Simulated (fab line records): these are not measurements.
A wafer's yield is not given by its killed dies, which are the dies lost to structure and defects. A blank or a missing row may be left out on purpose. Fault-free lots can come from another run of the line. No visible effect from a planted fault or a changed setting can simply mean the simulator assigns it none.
Split-lot trial :: flow n5Finfet :: 7 lots, 39 wafers read, on a route of 1938 steps

## THE SPLIT
At N5_BEOL_M5_TRENCH_ETCH_37 (etches SiCOH lowk in C4F6/O2, target depth 71.652 nm, time 24.7 s), the setting timeS was moved away from the recipe's 24.7 s on 15 of the 39 wafers read, by -58.8% to +55.1%. This setting was run at the recipe's value on the other wafers.

## FROM THE SPLIT TO THE READING: what the file shows between them, 8 steps
- N5_BEOL_M5_ETCH_41: etches SiCN in CH3F/O2, target depth 31.5 nm, time 56.7 s
- N5_BEOL_M5_STRIP_91: strips in N2/H2, time 10 s
- N5_BEOL_M5_OCD_MEAS_38
- N5_BEOL_M5_HM_STRIP_39: strips TiN in peroxide tin strip, target depth 25 nm, time 158 s
- N5_BEOL_M5_SRD_40: time 30 s
- N5_BEOL_M5_ECD_50: material Cu, target thk 300 nm
- N5_BEOL_M5_ANNEAL_51: time 90 s
- N5_BEOL_M5_CMP_52: polishes, stops on SiCOH lowk, t overpolish 6.9 s, target thk 62 nm

## THE READING
M5_THK, in nm, at N5_BEOL_M5_THK_MEAS_53 (measures by xrf). Fault-free wafers of this fab line usually give 61.3 nm, standard deviation 1.8 nm.

wafer: L076.1
tool, chamber at the split: rieDiel-02, 2
timeS as run, s: 10.28
against the recipe: -58.4%
M5_THK, nm: 16.8
against lot-mates on the recipe: -43.5

wafer: L076.2
tool, chamber at the split: rieDiel-02, 0
timeS as run, s: 24.7
against the recipe: recipe
M5_THK, nm: 61.4
against lot-mates on the recipe: -

wafer: L076.3
tool, chamber at the split: rieDiel-02, 1
timeS as run, s: 10.28
against the recipe: -58.4%
M5_THK, nm: 20.4
against lot-mates on the recipe: -39.9

wafer: L076.4
tool, chamber at the split: rieDiel-02, 3
timeS as run, s: 10.28
against the recipe: -58.4%
M5_THK, nm: 18.4
against lot-mates on the recipe: -41.9

wafer: L076.5
tool, chamber at the split: rieDiel-02, 2
timeS as run, s: 24.7
against the recipe: recipe
M5_THK, nm: 60.2
against lot-mates on the recipe: -

wafer: L076.6
tool, chamber at the split: rieDiel-02, 3
timeS as run, s: 24.7
against the recipe: recipe
M5_THK, nm: 59.4
against lot-mates on the recipe: -

wafer: L077.1
tool, chamber at the split: rieDiel-05, 2
timeS as run, s: 31.45
against the recipe: +27.3%
M5_THK, nm: 84.7
against lot-mates on the recipe: +23.7

wafer: L077.2
tool, chamber at the split: rieDiel-05, 1
timeS as run, s: 24.7
against the recipe: recipe
M5_THK, nm: 61.6
against lot-mates on the recipe: -

wafer: L077.3
tool, chamber at the split: rieDiel-05, 0
timeS as run, s: 31.45
against the recipe: +27.3%
M5_THK, nm: 78.9
against lot-mates on the recipe: +17.9

wafer: L077.4
tool, chamber at the split: rieDiel-05, 3
timeS as run, s: 24.7
against the recipe: recipe
M5_THK, nm: 60.2
against lot-mates on the recipe: -

wafer: L077.5
tool, chamber at the split: rieDiel-05, 1
timeS as run, s: 31.45
against the recipe: +27.3%
M5_THK, nm: 80.5
against lot-mates on the recipe: +19.5

wafer: L077.6
tool, chamber at the split: rieDiel-05, 0
timeS as run, s: 24.7
against the recipe: recipe
M5_THK, nm: 61.1
against lot-mates on the recipe: -

wafer: L078.2
tool, chamber at the split: rieDiel-05, 3
timeS as run, s: 24.7
against the recipe: recipe
M5_THK, nm: 60.1
against lot-mates on the recipe: -

wafer: L078.3
tool, chamber at the split: rieDiel-05, 1
timeS as run, s: 24.7
against the recipe: recipe
M5_THK, nm: 60.7
against lot-mates on the recipe: -

wafer: L078.5
tool, chamber at the split: rieDiel-05, 3
timeS as run, s: 24.7
against the recipe: recipe
M5_THK, nm: 61.8
against lot-mates on the recipe: -

wafer: L088.1
tool, chamber at the split: rieDiel-06, 3
timeS as run, s: 24.7
against the recipe: recipe
M5_THK, nm: 63.0
against lot-mates on the recipe: -

wafer: L088.2
tool, chamber at the split: rieDiel-06, 2
timeS as run, s: 18.9
against the recipe: -23.5%
M5_THK, nm: 45.0
against lot-mates on the recipe: -18.3

wafer: L088.3
tool, chamber at the split: rieDiel-06, 0
timeS as run, s: 18.9
against the recipe: -23.5%
M5_THK, nm: 44.0
against lot-mates on the recipe: -19.3

wafer: L088.4
tool, chamber at the split: rieDiel-06, 2
timeS as run, s: 24.7
against the recipe: recipe
M5_THK, nm: 63.4
against lot-mates on the recipe: -

wafer: L088.5
tool, chamber at the split: rieDiel-06, 3
timeS as run, s: 24.7
against the recipe: recipe
M5_THK, nm: 63.4
against lot-mates on the recipe: -

wafer: L088.6
tool, chamber at the split: rieDiel-06, 0
timeS as run, s: 18.9
against the recipe: -23.5%
M5_THK, nm: 42.6
against lot-mates on the recipe: -20.7

wafer: L089.1
tool, chamber at the split: rieDiel-05, 0
timeS as run, s: 10.17
against the recipe: -58.8%
M5_THK, nm: 18.7
against lot-mates on the recipe: -42.1

wafer: L089.2
tool, chamber at the split: rieDiel-05, 1
timeS as run, s: 10.17
against the recipe: -58.8%
M5_THK, nm: 18.9
against lot-mates on the recipe: -41.9

wafer: L089.3
tool, chamber at the split: rieDiel-05, 2
timeS as run, s: 10.17
against the recipe: -58.8%
M5_THK, nm: 22.1
against lot-mates on the recipe: -38.7

wafer: L089.4
tool, chamber at the split: rieDiel-05, 3
timeS as run, s: 24.7
against the recipe: recipe
M5_THK, nm: 59.6
against lot-mates on the recipe: -

wafer: L089.5
tool, chamber at the split: rieDiel-05, 1
timeS as run, s: 24.7
against the recipe: recipe
M5_THK, nm: 59.1
against lot-mates on the recipe: -

wafer: L089.6
tool, chamber at the split: rieDiel-05, 2
timeS as run, s: 24.7
against the recipe: recipe
M5_THK, nm: 63.8
against lot-mates on the recipe: -

wafer: L092.1
tool, chamber at the split: rieDiel-05, 0
timeS as run, s: 24.7
against the recipe: recipe
M5_THK, nm: 62.9
against lot-mates on the recipe: -

wafer: L092.2
tool, chamber at the split: rieDiel-05, 3
timeS as run, s: 24.7
against the recipe: recipe
M5_THK, nm: 59.4
against lot-mates on the recipe: -

wafer: L092.3
tool, chamber at the split: rieDiel-05, 2
timeS as run, s: 38.3
against the recipe: +55.1%
M5_THK, nm: 103.2
against lot-mates on the recipe: +42.1

wafer: L092.4
tool, chamber at the split: rieDiel-05, 1
timeS as run, s: 38.3
against the recipe: +55.1%
M5_THK, nm: 100.2
against lot-mates on the recipe: +39.1

wafer: L092.5
tool, chamber at the split: rieDiel-05, 0
timeS as run, s: 38.3
against the recipe: +55.1%
M5_THK, nm: 101.6
against lot-mates on the recipe: +40.5

wafer: L092.6
tool, chamber at the split: rieDiel-05, 1
timeS as run, s: 24.7
against the recipe: recipe
M5_THK, nm: 61.0
against lot-mates on the recipe: -

wafer: L095.1
tool, chamber at the split: rieDiel-02, 2
timeS as run, s: 24.7
against the recipe: recipe
M5_THK, nm: 58.6
against lot-mates on the recipe: -

wafer: L095.2
tool, chamber at the split: rieDiel-02, 0
timeS as run, s: 24.7
against the recipe: recipe
M5_THK, nm: 62.3
against lot-mates on the recipe: -

wafer: L095.3
tool, chamber at the split: rieDiel-02, 3
timeS as run, s: 24.7
against the recipe: recipe
M5_THK, nm: 61.8
against lot-mates on the recipe: -

wafer: L095.4
tool, chamber at the split: rieDiel-02, 1
timeS as run, s: 24.7
against the recipe: recipe
M5_THK, nm: 63.5
against lot-mates on the recipe: -

wafer: L095.5
tool, chamber at the split: rieDiel-02, 0
timeS as run, s: 24.7
against the recipe: recipe
M5_THK, nm: 61.2
against lot-mates on the recipe: -

wafer: L095.6
tool, chamber at the split: rieDiel-02, 3
timeS as run, s: 24.7
against the recipe: recipe
M5_THK, nm: 62.4
against lot-mates on the recipe: -

FIT RESULTS
A straight line over all 39 wafers: M5_THK changes by +0.725 nm for each +1% of timeS; r = +1.00; the points scatter about the line by 1.6 nm.
The same after taking each lot's own level away (the mean of its wafers on the recipe; 39 wafers): +0.723 nm for each +1%; r = +1.00; scatter 1.7 nm.
According to that fit, moving timeS by its largest amount changes the reading by 43 nm.
Measured against the standard deviation above, the lots' own levels, which go from 60.33 to 63.27 nm, span 1.6 times it.
The two slopes agree, so the slope changes little with the lot-to-lot level.
Check: for one of the wafers moved furthest among these (-58.8%), held out of the fit, the line's prediction against its lot-mates is -42.5 nm. It came out at -42.1 nm against them.

## ADDITIONAL SPLITS CARRIED BY THESE WAFERS
Other splits were also applied to these wafers ahead of the reading. Each is held against what the fit with the lots' levels taken away leaves over:
other split on the same wafers: N5_FIN_SAQP_ETCH_65 timeS
wafers away from the commonest value: 15
r with M5_THK (lot level and that fit taken away): +0.07

other split on the same wafers: N5_SDB_ETCH_25 timeS
wafers away from the commonest value: 12
r with M5_THK (lot level and that fit taken away): +0.17

other split on the same wafers: N5_MOL_CONTACT_COAG_VIA_ETCH_46 targetDepthA
wafers away from the commonest value: 12
r with M5_THK (lot level and that fit taken away): +0.03

## THE WHOLE CHAIN: every reading that the file lists as answering this split, in the file's order
step: N5_BEOL_M5_TRENCH_ETCH_37
what it does: etches SiCOH lowk in C4F6/O2, target depth 71.652 nm, time 24.7 s
reading: BEOL_M5.featureDepthNm (the simulator's own value, which no gauge read)
change (the file's fit): +0.711 nm for each +1% of the setting
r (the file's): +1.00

step: N5_BEOL_M5_TRENCH_ETCH_37
what it does: etches SiCOH lowk in C4F6/O2, target depth 71.652 nm, time 24.7 s
reading: etch.depthNm (the simulator's own value, which no gauge read)
change (the file's fit): +0.712 nm for each +1% of the setting
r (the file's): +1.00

step: N5_BEOL_M5_TRENCH_ETCH_37
what it does: etches SiCOH lowk in C4F6/O2, target depth 71.652 nm, time 24.7 s
reading: TiN_of_BEOL_M5_HM_DEP_02.thkNm (the simulator's own value, which no gauge read)
change (the file's fit): -0.0172 nm for each +1% of the setting
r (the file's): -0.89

step: N5_BEOL_M5_OCD_MEAS_38
what it does: 
reading: trenchDepthNm
change (the file's fit): +0.713 nm for each +1% of the setting
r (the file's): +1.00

step: N5_BEOL_M5_CMP_52
what it does: polishes, stops on SiCOH lowk, t overpolish 6.9 s, target thk 62 nm
reading: Cu_of_BEOL_M5_ECD_50.thkNm (the simulator's own value, which no gauge read)
change (the file's fit): +0.717 nm for each +1% of the setting
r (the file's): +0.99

step: N5_BEOL_M5_THK_MEAS_53
what it does: measures by xrf
reading: M5_THK
change (the file's fit): +0.723 for each +1% of the setting
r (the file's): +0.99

## THE FILE'S OWN FIT
M5_THK changes by +0.723 nm for each +1% of timeS, r = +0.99.
